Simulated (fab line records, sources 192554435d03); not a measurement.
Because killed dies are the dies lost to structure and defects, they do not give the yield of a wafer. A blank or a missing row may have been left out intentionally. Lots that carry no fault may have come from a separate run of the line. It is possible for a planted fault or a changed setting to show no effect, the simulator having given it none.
Chamber matching / flow n5-finfet / pecvd-04 running N5_BEOL_M9_ILD_DEP_00: 3 sister chambers
The step deposits SiCOH lowk from DEMS/porogen, target thk 308.51 nm, time 58 s. 3 wafers are shown with their chamber, then 11 later ones without.

EACH WAFER AND ITS CHAMBER
wafer=L091.2; chamber=0; throttle-valve-pct (%)=14.9
wafer=L091.6; chamber=2; throttle-valve-pct (%)=13.4
wafer=L093.1; chamber=1; throttle-valve-pct (%)=14.2

WAFERS WITHOUT THEIR CHAMBER
wafer=L093.3; throttle-valve-pct (%)=13.5
wafer=L093.4; throttle-valve-pct (%)=15.1
wafer=L094.2; throttle-valve-pct (%)=14.1
wafer=L094.3; throttle-valve-pct (%)=13.4
wafer=L094.5; throttle-valve-pct (%)=14.9
wafer=L096.4; throttle-valve-pct (%)=15.2
wafer=L096.5; throttle-valve-pct (%)=13.3
wafer=L096.6; throttle-valve-pct (%)=13.7
wafer=L097.1; throttle-valve-pct (%)=14.1
wafer=L097.4; throttle-valve-pct (%)=13.9
wafer=L097.5; throttle-valve-pct (%)=13.3

THE CHAMBER EACH PASSED THROUGH
wafer=L093.3; from the rows above=2; in truth=2
wafer=L093.4; from the rows above=0; in truth=0
wafer=L094.2; from the rows above=1; in truth=1
wafer=L094.3; from the rows above=2; in truth=2
wafer=L094.5; from the rows above=0; in truth=0
wafer=L096.4; from the rows above=0; in truth=0
wafer=L096.5; from the rows above=2; in truth=2
wafer=L096.6; from the rows above=can't be placed: 2 or 1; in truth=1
wafer=L097.1; from the rows above=1; in truth=1
wafer=L097.4; from the rows above=can't be placed: 1 or 2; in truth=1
wafer=L097.5; from the rows above=2; in truth=2
Correctly placed: 9 of 11. Unplaceable from these rows: 2, with the true chamber sitting among the candidates in 2. Number placed wrongly: 0.
How it was worked out, from the rows above alone: a wafer's distance from a chamber is the root of the sum, over the readings, of the square of ((its reading less the chamber's mean) divided by the reading's scatter). If the next closest chamber is less than 2 further off than the closest, the wafer can't be placed; otherwise it belongs to the closest. For every chamber, the mean is computed from those of its wafers that are shown. The scatter (one wafer shown for each chamber): square how far every hidden wafer sits from the nearest shown wafer, average those squares and take the square root.
